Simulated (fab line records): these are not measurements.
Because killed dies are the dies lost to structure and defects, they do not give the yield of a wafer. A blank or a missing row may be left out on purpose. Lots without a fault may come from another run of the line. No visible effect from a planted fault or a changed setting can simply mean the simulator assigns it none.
Matching of chambers + flow nandHarc + pecvd-01 running NHARC_A_STAIRCASE_DEP_259: 3 sister chambers
The step deposits SiON, target thk 30 nm. 18 wafers are shown with their chamber, then 9 later ones without.

WAFERS, EACH WITH ITS CHAMBER
| wafer  | chamber | heaterPowerW (W) |
|--------|---------|------------------|
| L075.2 | 2       | 614              |
| L075.3 | 0       | 678              |
| L075.4 | 2       | 615              |
| L077.2 | 0       | 748              |
| L077.4 | 1       | 677              |
| L077.6 | 0       | 734              |
| L079.1 | 2       | 661              |
| L079.2 | 0       | 664              |
| L079.5 | 0       | 656              |
| L078.2 | 2       | 598              |
| L078.3 | 1       | 815              |
| L078.6 | 1       | 808              |
| L080.3 | 0       | 644              |
| L080.5 | 2       | 619              |
| L080.6 | 0       | 630              |
| L082.1 | 1       | 721              |
| L082.3 | 1       | 745              |
| L082.5 | 0       | 731              |

SIGNATURES (means of the wafers above)
| reading      | chamber 0 | chamber 1 | chamber 2 | scatter within a chamber |
|--------------|-----------|-----------|-----------|--------------------------|
| heaterPowerW | 685.62    | 753.20    | 621.40    | 45.1                     |
Rule: for each reading, subtract the chamber's mean from the wafer's reading, divide by that reading's scatter and square the result; add these up over the readings and take the root, which gives the wafer's distance from the chamber. If the next closest chamber is less than 2 further off than the closest, the wafer can't be placed; otherwise it belongs to the closest. The scatter is the square root of a quotient: the sum, over the shown wafers, of each reading's squared deviation from its chamber's mean, divided by wafers minus chambers.

WAFERS MISSING THEIR CHAMBER
| wafer  | heaterPowerW (W) |
|--------|------------------|
| L083.1 | 793              |
| L083.2 | 669              |
| L083.5 | 785              |
| L087.1 | 734              |
| L087.5 | 713              |
| L087.6 | 740              |
| L096.1 | 808              |
| L096.3 | 668              |
| L096.4 | 826              |

EACH ONE'S CHAMBER
| wafer  | from the rows above          | in truth |
|--------|------------------------------|----------|
| L083.1 | can't be placed: 1 or 0      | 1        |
| L083.2 | can't be placed: 0 or 2 or 1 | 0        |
| L083.5 | can't be placed: 1 or 0      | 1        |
| L087.1 | can't be placed: 1 or 0      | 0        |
| L087.5 | can't be placed: 0 or 1 or 2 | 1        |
| L087.6 | can't be placed: 1 or 0      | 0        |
| L096.1 | can't be placed: 1 or 0      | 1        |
| L096.3 | can't be placed: 0 or 2 or 1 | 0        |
| L096.4 | can't be placed: 1 or 0      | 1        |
Correct placement for 0 of the 9. Cannot be placed on the basis of these rows: 9; the candidates contain the true chamber in 9. 0 placed wrongly.
